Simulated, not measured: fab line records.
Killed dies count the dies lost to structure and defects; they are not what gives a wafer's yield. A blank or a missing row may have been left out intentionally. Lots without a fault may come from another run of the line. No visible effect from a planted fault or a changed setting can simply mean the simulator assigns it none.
One fault seen from 3 desks    flow n5-finfet    numbers are kept per desk, each desk with only its own; the story behind them comes last

== THE METROLOGY DESK ==
Lot by lot, what the gauges showed, no matter which tool ran the lot: averages of those sampled wafers that carry a number. The brackets show how far a lot's mean lies from the usual mean; more than 4 standard deviations puts the lot out of limits, marked OUT. It has 11 readings, of which 7 appear: the earliest out of limits, and the ones furthest out on some lot.
Columns: A = MD_CAP_THK at N5_MOL_CONTACT_COAG_THK_MEAS_29, usual 17.87 nm; B = DIBL_N at N5_BEOL_M4_RC_MEAS_101, usual 36.0 mV/V; C = DIBL_P at N5_BEOL_M4_RC_MEAS_101, usual 35.8 mV/V; D = IOFF_P at N5_BEOL_M4_RC_MEAS_101, usual 0.20 nA/um; E = ION_N at N5_BEOL_M4_RC_MEAS_101, usual 670 uA/um; F = ION_P at N5_BEOL_M4_RC_MEAS_101, usual 459 uA/um; G = VT_P at N5_BEOL_M4_RC_MEAS_101, usual -252 mV
lot   first seen here  A                B     C     D     E    F    G
L275  day 6 00:30      17.91            36.8  36.4  0.19  670  460  -252
L276  day 6 05:37      17.76            35.1  36.0  0.22  664  467  -247
L279  day 7 07:08      21.19 (+42) OUT  35.4  34.6  0.16  658  449  -256
L283  day 8 05:35      20.00 (+27) OUT  37.3  35.8  0.19  672  455  -253
L289  day 9 13:50      17.94            35.7  35.7  0.20  678  463  -250
L290  day 9 21:28      17.90            34.8  33.2  0.17  669  458  -254
L292  day 10 03:47     17.77            36.6  37.4  0.19  664  450  -252
L294  day 11 00:31     17.80            33.1  32.2  0.14  648  446  -257
This desk's result: L279, L283 out of limits, first on L279 (MD_CAP_THK at N5_MOL_CONTACT_COAG_THK_MEAS_29), day 7 07:08. L275, L276, L289, L290, L292, L294: within limits.

== THE TOOL OWNER'S DESK: ald-sin-01 ==
The tool's own readings at N5_GATE_CUT_SAC_CAP_01 (material SiNx, target thk 24 nm, pulse time 1 s, ald cycles 480): means of the sampled wafers that have a number, for each lot that ran on this tool. The brackets show how far a lot's mean lies from the usual mean; more than 4 standard deviations puts the lot out of limits, marked OUT.
Columns: A = chamber-pressure-Torr at N5_GATE_CUT_SAC_CAP_01, usual 2.000 Torr; B = heater-power-w at N5_GATE_CUT_SAC_CAP_01, usual 829 W; C = precursor-pulse-height-rel at N5_GATE_CUT_SAC_CAP_01, usual 1.000
lot   first seen here  A      B    C
L276  day 5 15:26      1.996  845  0.987
L279  day 6 11:39      2.003  804  0.992
L283  day 7 11:16      2.002  825  0.990
L294  day 10 05:53     1.999  818  1.015
This desk's verdict: no lot among the 4 shows anything out of limits.

== THE DEFECT DESK ==
Inspection counts along the route, by lot: the mean over sampled wafers that carry a number. The brackets show how far a lot's mean lies from the usual mean; more than 4 standard deviations puts the lot out of limits, marked OUT.
Columns: A = raw-defect-count at N5_HKMG_FIN_INSPECT_28, usual 41
lot   first seen here  A
L275  day 5 07:11      31
L276  day 5 14:43      27
L279  day 6 11:00      32
L283  day 7 10:25      39
L289  day 8 18:24      36
L290  day 9 04:52      37
L292  day 9 12:05      44
L294  day 10 04:58     24
This desk's verdict: no lot among the 8 shows anything out of limits.

== PUT TOGETHER ==
Metrology desk: alarm possible at day 7 07:08 on L279, L283.
Nothing out of limits was seen by the tool owner's desk.
No out-of-limits result turned up at the defect desk.
On record at the tool owner's desk: L279, L283, within its limits.
The defect desk has L279, L283 on record, within its limits.
All the named lots went through N5_GATE_CUT_SAC_CAP_01 on ald-sin-01.

== WHAT WAS PUT IN BY THE SIMULATOR ==
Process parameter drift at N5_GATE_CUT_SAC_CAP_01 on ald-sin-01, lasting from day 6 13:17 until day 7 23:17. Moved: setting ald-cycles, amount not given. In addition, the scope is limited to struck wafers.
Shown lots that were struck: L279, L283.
Per desk, hours elapsed from the start of the fault to the first reading out of limits: for the metrology desk, 18.
